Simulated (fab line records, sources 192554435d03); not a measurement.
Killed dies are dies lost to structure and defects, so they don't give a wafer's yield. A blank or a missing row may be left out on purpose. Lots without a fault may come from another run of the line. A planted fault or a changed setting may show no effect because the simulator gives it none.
Chamber matching | flow n5_finfet | N5_GATE_CUT_CMP_43 on cmp-03: 4 sister chambers
The step polishes SiO2. 18 wafers are shown with their chamber, then 9 later ones without.

WAFERS WITH THEIR CHAMBER
wafer  | chamber | motor_current_A (A) | edge_zone_pressure_frac
L075.3 | 3       | 11.9                | 0.999
L075.5 | 1       | 11.6                | 0.999
L075.6 | 2       | 10.8                | 1.001
L079.2 | 3       | 10.9                | 0.997
L079.3 | 1       | 10.3                | 1.003
L079.4 | 0       | 10.7                | 0.999
L080.2 | 2       | 10.3                | 1.007
L080.4 | 1       | 11.2                | 1.002
L080.6 | 1       | 11.1                | 1.001
L084.2 | 0       | 11.1                | 0.993
L084.4 | 2       | 11.0                | 1.009
L084.6 | 0       | 10.5                | 0.997
L087.1 | 2       | 11.0                | 0.999
L087.5 | 0       | 11.0                | 1.007
L087.6 | 3       | 11.0                | 1.006
L088.1 | 1       | 11.1                | 1.000
L088.2 | 0       | 11.4                | 0.999
L088.3 | 3       | 11.9                | 1.006

SIGNATURES (means of the wafers above)
reading                 | chamber 0 | chamber 1 | chamber 2 | chamber 3 | scatter within a chamber
motor_current_A         | 10.940    | 11.060    | 10.775    | 11.425    | 0.433
edge_zone_pressure_frac | 0.99900   | 1.00100   | 1.00400   | 1.00200   | 0.00421
Rule: a wafer's distance from a chamber is the root of the sum, over the readings, of the square of ((its reading less the chamber's mean) divided by the reading's scatter). The wafer belongs to the nearest chamber; if the next one is less than 2 further off, it can't be placed. The scatter: the root of (the sum of the squares of (reading less its chamber's mean) over the shown wafers, divided by (wafers less chambers)).

WAFERS WITHOUT THEIR CHAMBER
wafer  | motor_current_A (A) | edge_zone_pressure_frac
L089.2 | 11.3                | 0.992
L089.4 | 10.6                | 1.005
L089.5 | 10.0                | 0.999
L094.1 | 11.2                | 1.008
L094.5 | 11.4                | 0.996
L094.6 | 11.0                | 0.998
L095.1 | 11.6                | 1.004
L095.3 | 11.3                | 1.001
L095.4 | 11.8                | 0.993

WHICH CHAMBER EACH WENT THROUGH
wafer  | from the rows above               | in truth
L089.2 | can't be placed: 0 or 1 or 3 or 2 | 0
L089.4 | can't be placed: 2 or 1 or 0 or 3 | 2
L089.5 | can't be placed: 2 or 0 or 1 or 3 | 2
L094.1 | can't be placed: 2 or 3 or 1 or 0 | 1
L094.5 | can't be placed: 0 or 1 or 3 or 2 | 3
L094.6 | can't be placed: 0 or 1 or 3 or 2 | 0
L095.1 | can't be placed: 3 or 1 or 2 or 0 | 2
L095.3 | can't be placed: 3 or 1 or 0 or 2 | 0
L095.4 | can't be placed: 3 or 0 or 1 or 2 | 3
Placed correctly: 0 of 9. Can't be placed from these rows: 9 (the true chamber is among the candidates in 9). Placed wrongly: 0.
